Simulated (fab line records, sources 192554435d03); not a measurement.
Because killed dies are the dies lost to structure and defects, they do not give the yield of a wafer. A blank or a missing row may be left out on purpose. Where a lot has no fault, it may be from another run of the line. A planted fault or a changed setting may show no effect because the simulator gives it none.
fab line records	flow n5_finfet
[record] lots = 24	wafers = 72	last_day = 17
route steps=1938 shown BEOL_M12@1654 BEOL_M13@1660 BEOL_M14@1727
lots untouched by any fault: they come from a run of this same line in which no faults occurred
start_h: the number of hours between the record's first day and the start of the first shown wafer of the lot	wait_h: time in hours since the lot's previous step	" repeats the value in the row above	L1.1+2: a row that stands for several wafers	- no value, or no start given	* or withheld: withheld	< > ~ a bound
route shown NAME@n: names a module that has steps shown in the file, with the first one's number in the route	usual: mean/standard deviation taken from wafers without a fault	same: alike in all rows	chamber/n: place in a boat	sites: per-site readings	_std_site: how widely they spread, as a standard deviation	_edge_site: the outer-site mean with the inner-site mean subtracted	radius_mm: how far each site lies from the wafer's centre	mask NAME#n: copy n	behind: the most recent tool/chamber to have shaped the wafer	hold: what put the lot on hold/how long, in hours/how the hold closed	device: which transistor (n, p or np) failed to switch	end of line: the tests these same wafers got at the end of their route	a step with no rows: only its recipe	killed: not the wafer's yield, but the dies lost to structure and defects at the first sort	map: a wafer's dies, x killed, . not, _ none there
set.NAME: the setting the step ran with; set.NAME@STEP: the setting that earlier step ran with	model.NAME: the simulator's own value behind a step, which no gauge read
the route's steps for a sample of lots (tables are steps, rows are wafers)
services: when a tool's chamber went out of use (start_h, in hours from the record's first day, below 0 if earlier), for how many hours, and the reason
[[steps]]
[step N5_BEOL_M12_THK_MEAS_50]
[recipe] thk_meas_gauge = xrf	reads = Cu_of_BEOL_M12_ECD_47
[usual] M12_THK = 322/6.6
lot.wafer	tool	chamber	start_h	wait_h	M12_THK[nm]
L074.1	film_metro-01	-	233.14	-	318
L074.3	"	-	"	"	324
L074.6	"	-	"	"	325
L077.2	film_metro-02	-	249.43	-	326
L077.3	"	-	"	"	313
L077.6	"	-	"	"	319
L075.1	film_metro-01	-	250.85	-	329
L075.4	"	-	"	"	312
L075.5	"	-	"	"	322
L078.1	film_metro-01	-	257.65	-	316
L078.5	"	-	"	"	322
L078.6	"	-	"	"	319
L076.4	film_metro-01	-	258.19	-	323
L076.5	"	-	"	"	322
L076.6	"	-	"	"	310
L081.2	film_metro-02	-	264.99	-	320
L081.3	"	-	"	"	318
L081.6	"	-	"	"	330
L079.1	film_metro-02	-	268.72	-	328
L079.4	"	-	"	"	328
L079.5	"	-	"	"	315
L080.3	film_metro-01	-	277.05	-	320
L080.4	"	-	"	"	311
L080.5	"	-	"	"	321
L082.3	film_metro-02	-	282.49	-	322
L082.5	"	-	"	"	316
L082.6	"	-	"	"	326
L083.2	film_metro-02	-	293.57	-	317
L083.3	"	-	"	"	319
L083.5	"	-	"	"	333
L084.2	film_metro-01	-	310.09	-	313
L084.3	"	-	"	"	313
L084.5	"	-	"	"	331
L088.4	film_metro-02	-	315.28	-	316
L088.5	"	-	"	"	306
L088.6	"	-	"	"	317
L085.1	film_metro-01	-	315.39	-	325
L085.4	"	-	"	"	321
L085.5	"	-	"	"	328
L086.2	film_metro-01	-	322.31	-	327
L086.3	"	-	"	"	332
L086.6	"	-	"	"	317
L087.1	film_metro-01	-	329.66	-	330
L087.5	"	-	"	"	321
L087.6	"	-	"	"	327
L089.1	film_metro-01	-	339.65	-	328
L089.3	"	-	"	"	323
L089.5	"	-	"	"	337
L090.4	film_metro-01	-	339.77	-	314
L090.5	"	-	"	"	312
L090.6	"	-	"	"	324
L092.1	film_metro-01	-	339.91	-	335
L092.2	"	-	"	"	325
L092.3	"	-	"	"	322
L091.2	film_metro-01	-	340.03	-	330
L091.4	"	-	"	"	320
L091.6	"	-	"	"	327
L093.2	film_metro-02	-	351.45	-	312
L093.4	"	-	"	"	322
L093.5	"	-	"	"	324
L097.3	film_metro-01	-	371.40	-	325
L097.4	"	-	"	"	318
L097.5	"	-	"	"	312
L095.2	film_metro-01	-	371.80	-	318
L095.5	"	-	"	"	316
L095.6	"	-	"	"	317
L094.1	film_metro-01	-	373.06	-	331
L094.4	"	-	"	"	329
L094.5	"	-	"	"	315
L096.2	film_metro-01	-	373.31	-	325
L096.4	"	-	"	"	327
L096.5	"	-	"	"	319
[step N5_BEOL_M13_THK_MEAS_01]
[recipe] reads = SiOC_of_BEOL_M13_ILD_DEP_00
[usual] M13_ILD_THK = 838/11
lot.wafer	tool	chamber	start_h	wait_h	M13_ILD_THK[nm]
L074.1	film_metro-01	-	233.48	0.1	820
L074.3	"	-	"	"	827
L074.6	"	-	"	"	833
L077.2	film_metro-02	-	249.77	0.1	842
L077.3	"	-	"	"	830
L077.6	"	-	"	"	846
L075.1	film_metro-02	-	251.22	0.1	826
L075.4	"	-	"	"	846
L075.5	"	-	"	"	851
L078.1	film_metro-02	-	257.99	0.1	818
L078.5	"	-	"	"	829
L078.6	"	-	"	"	854
L076.4	film_metro-01	-	258.56	0.0	845
L076.5	"	-	"	"	838
L076.6	"	-	"	"	840
L081.2	film_metro-02	-	265.33	0.1	835
L081.3	"	-	"	"	837
L081.6	"	-	"	"	875
L079.1	film_metro-01	-	269.06	0.1	825
L079.4	"	-	"	"	837
L079.5	"	-	"	"	830
L080.3	film_metro-01	-	277.39	0.1	850
L080.4	"	-	"	"	864
L080.5	"	-	"	"	854
L082.3	film_metro-01	-	282.83	0.1	833
L082.5	"	-	"	"	850
L082.6	"	-	"	"	844
L083.2	film_metro-01	-	293.97	0.2	836
L083.3	"	-	"	"	857
L083.5	"	-	"	"	858
L084.2	film_metro-01	-	310.43	0.1	834
L084.3	"	-	"	"	831
L084.5	"	-	"	"	850
L088.4	film_metro-01	-	315.61	0.0	847
L088.5	"	-	"	"	854
L088.6	"	-	"	"	839
L085.1	film_metro-02	-	315.73	0.1	840
L085.4	"	-	"	"	843
L085.5	"	-	"	"	855
L086.2	film_metro-01	-	322.65	0.1	844
L086.3	"	-	"	"	841
L086.6	"	-	"	"	851
L087.1	film_metro-02	-	330.02	0.1	831
L087.5	"	-	"	"	844
L087.6	"	-	"	"	852
L089.1	film_metro-01	-	340.06	0.1	832
L089.3	"	-	"	"	825
L089.5	"	-	"	"	843
L090.4	film_metro-01	-	340.16	0.0	839
L090.5	"	-	"	"	846
L090.6	"	-	"	"	844
L092.1	film_metro-02	-	340.27	0.1	840
L092.2	"	-	"	"	824
L092.3	"	-	"	"	842
L091.2	film_metro-01	-	340.43	0.1	831
L091.4	"	-	"	"	842
L091.6	"	-	"	"	832
L093.2	film_metro-02	-	351.79	0.1	840
L093.4	"	-	"	"	850
L093.5	"	-	"	"	847
L097.3	film_metro-02	-	371.75	0.1	828
L097.4	"	-	"	"	836
L097.5	"	-	"	"	828
L095.2	film_metro-02	-	372.14	0.1	836
L095.5	"	-	"	"	836
L095.6	"	-	"	"	846
L094.1	film_metro-01	-	373.40	0.1	835
L094.4	"	-	"	"	842
L094.5	"	-	"	"	839
L096.2	film_metro-01	-	373.65	0.1	831
L096.4	"	-	"	"	824
L096.5	"	-	"	"	843
[step N5_BEOL_M13_SPUTTER_44]
[recipe] material = Ta	target_thk_a = 100	temp_c = 50	bias_v = 80	power_w = 15000	chamber_pressure_pa = 0.07	time_s = 16.13
[usual] susceptor_temp_C = 49.99/0.11	throttle_valve_pct = 29.6/1
lot.wafer	tool	chamber	start_h	wait_h	susceptor_temp_C	throttle_valve_pct
L074.1	pvd_sputter-03	-	237.28	0.0	50.11	29.2
L074.3	"	-	"	"	49.90	30.3
L074.6	"	-	"	"	49.75	30.1
L077.2	pvd_sputter-02	-	254.01	0.0	49.90	29.3
L077.3	"	-	"	"	49.76	30.1
L077.6	"	-	"	"	50.08	30.3
L075.1	pvd_sputter-03	-	254.14	0.0	49.93	29.6
L075.4	"	-	"	"	49.84	27.5
L075.5	"	-	"	"	50.02	27.7
L078.1	pvd_sputter-03	-	260.67	0.0	49.80	30.0
L078.5	"	-	"	"	49.84	29.1
L078.6	"	-	"	"	49.94	30.3
L076.4	pvd_sputter-01	-	261.02	0.0	49.90	30.5
L076.5	"	-	"	"	49.98	30.7
L076.6	"	-	"	"	49.96	30.4
L081.2	pvd_sputter-01	-	270.43	0.0	49.98	31.8
L081.3	"	-	"	"	50.01	30.7
L081.6	"	-	"	"	49.89	30.1
L079.1	pvd_sputter-03	-	276.54	0.0	49.98	27.6
L079.4	"	-	"	"	50.04	29.5
L079.5	"	-	"	"	49.81	28.9
L082.3	pvd_sputter-03	-	287.28	0.0	50.01	29.4
L082.5	"	-	"	"	50.10	30.1
L082.6	"	-	"	"	49.93	29.0
L080.3	pvd_sputter-02	-	287.44	0.0	50.01	29.2
L080.4	"	-	"	"	50.05	29.9
L080.5	"	-	"	"	50.12	29.8
L083.2	pvd_sputter-03	-	297.83	0.0	49.90	29.5
L083.3	"	-	"	"	50.01	30.1
L083.5	"	-	"	"	49.97	27.7
L084.2	pvd_sputter-01	-	314.67	0.0	49.93	31.6
L084.3	"	-	"	"	50.12	30.1
L084.5	"	-	"	"	50.07	30.4
L088.4	pvd_sputter-01	-	319.52	0.0	50.22	31.9
L088.5	"	-	"	"	49.97	30.5
L088.6	"	-	"	"	50.05	31.4
L085.1	pvd_sputter-02	-	320.56	0.0	49.92	30.0
L085.4	"	-	"	"	49.99	29.7
L085.5	"	-	"	"	49.93	29.3
L086.2	pvd_sputter-02	-	328.66	0.0	50.03	29.2
L086.3	"	-	"	"	49.93	30.2
L086.6	"	-	"	"	49.89	30.0
L087.1	pvd_sputter-01	-	333.90	0.0	49.88	28.0
L087.5	"	-	"	"	49.77	30.4
L087.6	"	-	"	"	49.91	32.0
L089.1	pvd_sputter-03	-	345.93	0.0	49.82	29.1
L089.3	"	-	"	"	49.86	30.1
L089.5	"	-	"	"	50.02	29.3
L090.4	pvd_sputter-01	-	346.00	0.0	50.03	30.1
L090.5	"	-	"	"	50.02	30.6
L090.6	"	-	"	"	50.13	30.3
L092.1	pvd_sputter-03	-	346.47	0.0	50.02	29.3
L092.2	"	-	"	"	49.83	30.3
L092.3	"	-	"	"	49.84	29.7
L091.2	pvd_sputter-01	-	346.48	0.0	50.17	28.0
L091.4	"	-	"	"	50.05	30.6
L091.6	"	-	"	"	50.00	30.5
L093.2	pvd_sputter-03	-	354.66	0.0	49.98	30.0
L093.4	"	-	"	"	50.09	27.6
L093.5	"	-	"	"	49.93	27.5
L097.3	pvd_sputter-03	-	376.81	0.0	50.00	29.4
L097.4	"	-	"	"	49.77	27.7
L097.5	"	-	"	"	50.04	29.6
L095.2	pvd_sputter-03	-	380.42	0.0	49.99	29.4
L095.5	"	-	"	"	50.16	29.5
L095.6	"	-	"	"	50.05	29.0
L094.1	pvd_sputter-02	-	380.86	0.0	49.96	29.2
L094.4	"	-	"	"	49.90	30.4
L094.5	"	-	"	"	50.08	30.3
L096.2	pvd_sputter-03	-	381.00	0.0	49.92	30.0
L096.4	"	-	"	"	49.99	29.2
L096.5	"	-	"	"	50.13	29.4
[step N5_BEOL_M14_OVL_MEAS_11]
[recipe] points_per_wafer = 44
[usual] V13_OVL = -2/5.5
lot.wafer	tool	chamber	start_h	wait_h	V13_OVL[nm]
L074.1	overlay-01	0	239.11	0.0	-6
L074.3	"	0	"	"	2
L074.6	"	0	"	"	-11
L077.2	overlay-02	0	256.33	0.0	-1
L077.3	"	0	"	"	-1
L077.6	"	0	"	"	-9
L075.1	overlay-01	0	256.94	0.0	-11
L075.4	"	0	"	"	-16
L075.5	"	0	"	"	-7
L078.1	overlay-02	0	264.07	0.0	8
L078.5	"	0	"	"	8
L078.6	"	0	"	"	5
L076.4	overlay-01	0	264.23	0.0	-1
L076.5	"	0	"	"	6
L076.6	"	0	"	"	-2
L081.2	overlay-01	0	272.23	0.0	3
L081.3	"	0	"	"	-9
L081.6	"	0	"	"	4
L079.1	overlay-02	0	278.39	0.0	-2
L079.4	"	0	"	"	6
L079.5	"	0	"	"	1
L082.3	overlay-01	0	289.09	0.0	-13
L082.5	"	0	"	"	-19
L082.6	"	0	"	"	2
L080.3	overlay-01	0	289.26	0.0	5
L080.4	"	0	"	"	2
L080.5	"	0	"	"	-1
L083.2	overlay-01	0	299.66	0.0	1
L083.3	"	0	"	"	6
L083.5	"	0	"	"	1
L084.2	overlay-01	0	316.46	0.0	-3
L084.3	"	0	"	"	6
L084.5	"	0	"	"	3
L088.4	overlay-02	0	321.32	0.0	-1
L088.5	"	0	"	"	1
L088.6	"	0	"	"	5
L085.1	overlay-01	0	322.70	0.0	-1
L085.4	"	0	"	"	5
L085.5	"	0	"	"	-1
L086.2	overlay-01	0	330.56	0.0	2
L086.3	"	0	"	"	-2
L086.6	"	0	"	"	3
L087.1	overlay-02	0	335.62	0.0	-5
L087.5	"	0	"	"	-3
L087.6	"	0	"	"	0
L089.1	overlay-01	0	350.36	0.0	-2
L089.3	"	0	"	"	4
L089.5	"	0	"	"	5
L090.4	overlay-02	0	350.53	0.0	-10
L090.5	"	0	"	"	-5
L090.6	"	0	"	"	-1
L092.1	overlay-02	0	350.69	0.0	-7
L092.2	"	0	"	"	-5
L092.3	"	0	"	"	-7
L091.2	overlay-02	0	350.79	0.0	-6
L091.4	"	0	"	"	-3
L091.6	"	0	"	"	-2
L093.2	overlay-01	0	356.72	0.0	-11
L093.4	"	0	"	"	-12
L093.5	"	0	"	"	-4
L097.3	overlay-01	0	378.61	0.0	-8
L097.4	"	0	"	"	-2
L097.5	"	0	"	"	-4
L095.2	overlay-01	0	382.10	0.0	1
L095.5	"	0	"	"	-4
L095.6	"	0	"	"	2
L094.1	overlay-02	0	382.53	0.0	1
L094.4	"	0	"	"	-1
L094.5	"	0	"	"	4
L096.2	overlay-01	0	383.00	0.0	5
L096.4	"	0	"	"	6
L096.5	"	0	"	"	-2
[step N5_BEOL_M14_INSPECT_30]
[recipe] mode = adi	inspect_instrument = macro
[usual] raw_defect_count = 2.0/1.4
lot.wafer	tool	chamber	start_h	wait_h	raw_defect_count
L074.1	defect_inspect-02	-	240.11	0.0	2
L074.3	"	-	"	"	1
L074.6	"	-	"	"	1
L077.2	defect_inspect-02	-	257.49	0.0	2
L077.3	"	-	"	"	3
L077.6	"	-	"	"	0
L075.1	defect_inspect-02	-	258.14	0.0	0
L075.4	"	-	"	"	1
L075.5	"	-	"	"	2
L078.1	defect_inspect-02	-	264.94	0.0	1
L078.5	"	-	"	"	2
L078.6	"	-	"	"	4
L076.4	defect_inspect-02	-	265.11	0.0	2
L076.5	"	-	"	"	2
L076.6	"	-	"	"	3
L081.2	defect_inspect-01	-	273.10	0.0	1
L081.3	"	-	"	"	1
L081.6	"	-	"	"	2
L079.1	defect_inspect-02	-	279.40	0.0	2
L079.4	"	-	"	"	2
L079.5	"	-	"	"	2
L082.3	defect_inspect-01	-	289.97	0.0	2
L082.5	"	-	"	"	1
L082.6	"	-	"	"	2
L080.3	defect_inspect-02	-	290.27	0.0	3
L080.4	"	-	"	"	2
L080.5	"	-	"	"	0
L083.2	defect_inspect-01	-	300.65	0.0	1
L083.3	"	-	"	"	2
L083.5	"	-	"	"	2
L084.2	defect_inspect-02	-	317.71	0.0	3
L084.3	"	-	"	"	2
L084.5	"	-	"	"	2
L088.4	defect_inspect-01	-	322.53	0.0	1
L088.5	"	-	"	"	2
L088.6	"	-	"	"	1
L085.1	defect_inspect-01	-	323.76	0.0	2
L085.4	"	-	"	"	1
L085.5	"	-	"	"	2
L086.2	defect_inspect-02	-	331.95	0.0	6
L086.3	"	-	"	"	1
L086.6	"	-	"	"	1
L087.1	defect_inspect-02	-	336.49	0.0	1
L087.5	"	-	"	"	1
L087.6	"	-	"	"	2
L089.1	defect_inspect-01	-	351.60	0.0	1
L089.3	"	-	"	"	0
L089.5	"	-	"	"	1
L090.4	defect_inspect-02	-	351.76	0.0	3
L090.5	"	-	"	"	0
L090.6	"	-	"	"	1
L092.1	defect_inspect-02	-	352.01	0.0	2
L092.2	"	-	"	"	2
L092.3	"	-	"	"	1
L091.2	defect_inspect-01	-	352.17	0.0	3
L091.4	"	-	"	"	1
L091.6	"	-	"	"	1
L093.2	defect_inspect-02	-	357.59	0.0	2
L093.4	"	-	"	"	3
L093.5	"	-	"	"	0
L097.3	defect_inspect-01	-	379.61	0.0	1
L097.4	"	-	"	"	2
L097.5	"	-	"	"	2
L095.2	defect_inspect-02	-	382.98	0.0	2
L095.5	"	-	"	"	1
L095.6	"	-	"	"	2
L094.1	defect_inspect-01	-	383.40	0.0	4
L094.4	"	-	"	"	1
L094.5	"	-	"	"	6
L096.2	defect_inspect-01	-	383.87	0.0	3
L096.4	"	-	"	"	4
L096.5	"	-	"	"	1
[step N5_BEOL_M14_ETCH_67]
[recipe] chemistry = CF4	target = SiARC	target_depth_a = 1430	time_s = 238.3	ion_energy_ev = 80	pressure_mtorr = 40	source_w = 545	bias_w = 36	Ar_flow_sccm = 100	cf4_flow_sccm = 100	ends = cleared
[usual] drypump_motor_current_A = 5.6/0.38	etch_rf_on_time_s = 239/7.1	oes_product_au = 0.69/0.078	rf_vpp_V = 183.7/1	showerhead_plenum_p_Torr = 2.11/0.058	throttle_valve_pct = 15.62/0.26
lot.wafer	tool	chamber	start_h	wait_h	drypump_motor_current_A	etch_rf_on_time_s	oes_product_au	rf_hours_counter_h	rf_vpp_V	showerhead_plenum_p_Torr	throttle_valve_pct
L074.1	rie_diel-02	0	240.18	0.0	5.9	242	0.59	250	183.7	2.20	15.73
L074.3	"	2	"	"	4.8	242	0.62	202	184.5	2.18	15.51
L074.6	"	3	"	"	5.2	228	0.72	-	184.5	2.09	15.74
L077.2	rie_diel-02	2	257.94	0.0	4.8	244	0.61	209	185.2	2.17	15.52
L077.3	"	1	"	"	5.7	241	0.59	229	182.8	2.03	15.55
L077.6	"	2	"	"	4.8	243	0.61	-	185.2	2.17	15.50
L075.1	rie_diel-06	1	258.28	0.0	6.2	242	0.72	71	183.0	2.08	15.78
L075.4	"	2	"	"	5.5	256	0.60	-	184.4	2.11	15.89
L075.5	"	1	"	"	6.2	242	0.72	-	184.4	2.08	15.78
L078.1	rie_diel-06	0	265.01	0.0	5.7	228	0.80	23	182.9	2.09	15.29
L078.5	"	0	"	"	5.7	227	0.79	-	184.6	2.09	15.27
L078.6	"	2	"	"	5.5	250	0.60	-	184.1	2.11	15.90
L076.4	rie_diel-02	2	265.36	0.1	4.8	240	0.62	-	184.5	2.17	15.52
L076.5	"	3	"	"	5.2	229	0.72	-	183.7	2.09	15.77
L076.6	"	1	"	"	5.7	238	0.59	-	182.7	2.03	15.57
L081.2	rie_diel-04	1	273.17	0.0	5.1	236	0.62	185	184.7	2.05	15.99
L081.3	"	3	"	"	5.5	230	0.65	155	183.3	2.07	15.76
L081.6	"	2	"	"	6.0	243	0.58	-	184.0	2.10	15.71
L079.1	rie_diel-06	1	279.47	0.0	6.2	242	0.72	75	182.9	2.08	15.80
L079.4	"	3	"	"	5.5	240	0.70	102	182.9	2.09	15.63
L079.5	"	1	"	"	6.2	242	0.72	-	183.4	2.08	15.79
L082.3	rie_diel-02	2	290.04	0.0	4.8	244	0.61	222	184.7	2.17	15.53
L082.5	"	3	"	"	5.2	230	0.71	-	184.0	2.09	15.76
L082.6	"	0	"	"	5.9	237	0.85	-	184.2	2.20	15.30
L080.3	rie_diel-06	1	290.34	0.0	6.2	242	0.72	79	183.1	2.08	15.82
L080.4	"	2	"	"	5.5	255	0.60	219	185.3	2.11	15.90
L080.5	"	1	"	"	6.2	243	0.71	-	183.3	2.08	15.81
L083.2	rie_diel-04	1	300.72	0.0	5.1	240	0.61	198	184.1	2.05	16.01
L083.3	"	2	"	"	6.0	249	0.56	253	183.8	2.10	15.73
L083.5	"	2	"	"	6.0	248	0.57	-	182.5	2.10	15.74
L084.2	rie_diel-04	0	317.78	0.0	6.1	240	0.81	5	185.4	2.17	15.21
L084.3	"	1	"	"	5.1	239	0.61	205	182.2	2.05	16.02
L084.5	"	2	"	"	6.0	242	0.84	-	183.2	2.09	15.25
L088.4	rie_diel-06	0	322.60	0.0	5.7	234	0.75	47	182.1	2.08	15.33
L088.5	"	2	"	"	5.5	258	0.59	-	183.3	2.11	15.94
L088.6	"	1	"	"	6.2	240	0.71	-	183.0	2.07	15.83
L085.1	rie_diel-06	1	323.91	0.0	6.2	240	0.71	93	183.9	2.07	15.82
L085.4	"	3	"	"	5.5	241	0.68	118	183.8	2.08	15.66
L085.5	"	2	"	"	5.5	252	0.60	-	183.8	2.11	15.94
L086.2	rie_diel-04	1	332.02	0.0	5.1	239	0.61	210	182.9	2.04	16.02
L086.3	"	0	"	"	6.1	240	0.80	10	184.5	2.17	15.23
L086.6	"	1	"	"	5.1	238	0.60	-	182.3	2.04	16.03
L087.1	rie_diel-06	1	336.56	0.0	6.2	240	0.70	96	182.9	2.07	15.83
L087.5	"	0	"	"	5.7	228	0.75	-	184.5	2.08	15.34
L087.6	"	3	"	"	5.5	238	0.68	-	182.9	2.08	15.66
L089.1	rie_diel-02	3	351.68	0.0	5.2	227	0.69	113	183.9	2.08	15.84
L089.3	"	1	"	"	5.6	238	0.82	5	185.2	2.27	15.16
L089.5	"	2	"	"	4.8	240	0.60	-	185.1	2.16	15.59
L090.4	rie_diel-06	3	352.03	0.0	5.5	241	0.67	126	183.2	2.08	15.66
L090.5	"	3	"	"	5.5	242	0.68	-	182.5	2.08	15.67
L090.6	"	2	"	"	5.5	253	0.58	-	183.7	2.10	15.95
L092.1	rie_diel-04	1	352.07	0.0	5.1	244	0.60	217	183.3	2.04	16.04
L092.2	"	2	"	"	6.0	244	0.79	13	182.7	2.09	15.29
L092.3	"	0	"	"	6.1	243	0.78	17	184.3	2.17	15.23
L091.2	rie_diel-02	2	352.30	0.0	4.8	244	0.60	245	183.8	2.16	15.59
L091.4	"	1	"	"	5.6	242	0.82	5	186.7	2.27	15.16
L091.6	"	1	"	"	5.6	242	0.82	-	185.4	2.27	15.15
L093.2	rie_diel-02	2	357.90	0.0	4.8	244	0.59	248	185.1	2.16	15.60
L093.4	"	0	"	"	5.9	239	0.77	29	183.4	2.19	15.35
L093.5	"	1	"	"	5.6	238	0.82	-	185.3	2.27	15.16
L097.3	rie_diel-06	1	379.68	0.0	6.2	243	0.68	110	183.3	2.07	15.87
L097.4	"	0	"	"	5.7	228	0.73	-	183.5	2.08	15.36
L097.5	"	3	"	"	5.5	240	0.66	-	183.7	2.08	15.70
L095.2	rie_diel-06	0	383.05	0.0	5.7	229	0.74	67	183.8	2.08	15.37
L095.5	"	3	"	"	5.5	239	0.66	-	183.2	2.08	15.71
L095.6	"	0	"	"	5.7	227	0.73	-	183.6	2.08	15.35
L094.1	rie_diel-04	1	383.47	0.0	5.1	240	0.58	230	183.5	2.04	16.06
L094.4	"	3	"	"	5.5	230	0.63	193	182.4	2.06	15.83
L094.5	"	3	"	"	5.5	235	0.62	-	183.9	2.06	15.84
L096.2	rie_diel-02	3	384.02	0.0	5.2	230	0.67	127	183.9	2.07	15.86
L096.4	"	2	"	"	4.8	237	0.85	1	184.6	2.16	15.13
L096.5	"	0	"	"	5.9	239	0.75	-	184.1	2.19	15.36
[[services]]
tool	chamber	start_h	hours	kind
rie_diel-02	0	240.73	-	clean
rie_diel-02	0	240.73	-	consumable_replace:focus_ring
rie_diel-06	0	247.66	11.7	repair
rie_diel-04	3	275.02	10.0	repair
pvd_sputter-03	-	277.53	2.1	repair
rie_diel-06	3	280.34	5.1	repair
rie_diel-04	0	285.05	-	clean
rie_diel-04	0	285.05	-	consumable_replace:focus_ring
rie_diel-04	0	285.05	18.8	scheduled_down
rie_diel-04	0	285.05	18.8	vent_cycle
rie_diel-02	1	317.81	-	clean
rie_diel-02	1	317.81	-	consumable_replace:focus_ring
rie_diel-02	1	317.81	-	consumable_replace:showerhead
rie_diel-02	1	317.81	17.8	scheduled_down
rie_diel-02	1	317.81	17.8	vent_cycle
rie_diel-04	2	361.65	6.5	repair
rie_diel-02	2	366.02	-	clean
rie_diel-02	2	366.02	-	consumable_replace:focus_ring
rie_diel-02	2	366.02	15.2	scheduled_down
rie_diel-02	2	366.02	15.2	vent_cycle
rie_diel-06	2	379.64	-	clean
rie_diel-06	2	379.64	-	consumable_replace:focus_ring
rie_diel-06	2	379.64	17.8	scheduled_down
rie_diel-06	2	379.64	17.8	vent_cycle
[[key]]
fault none
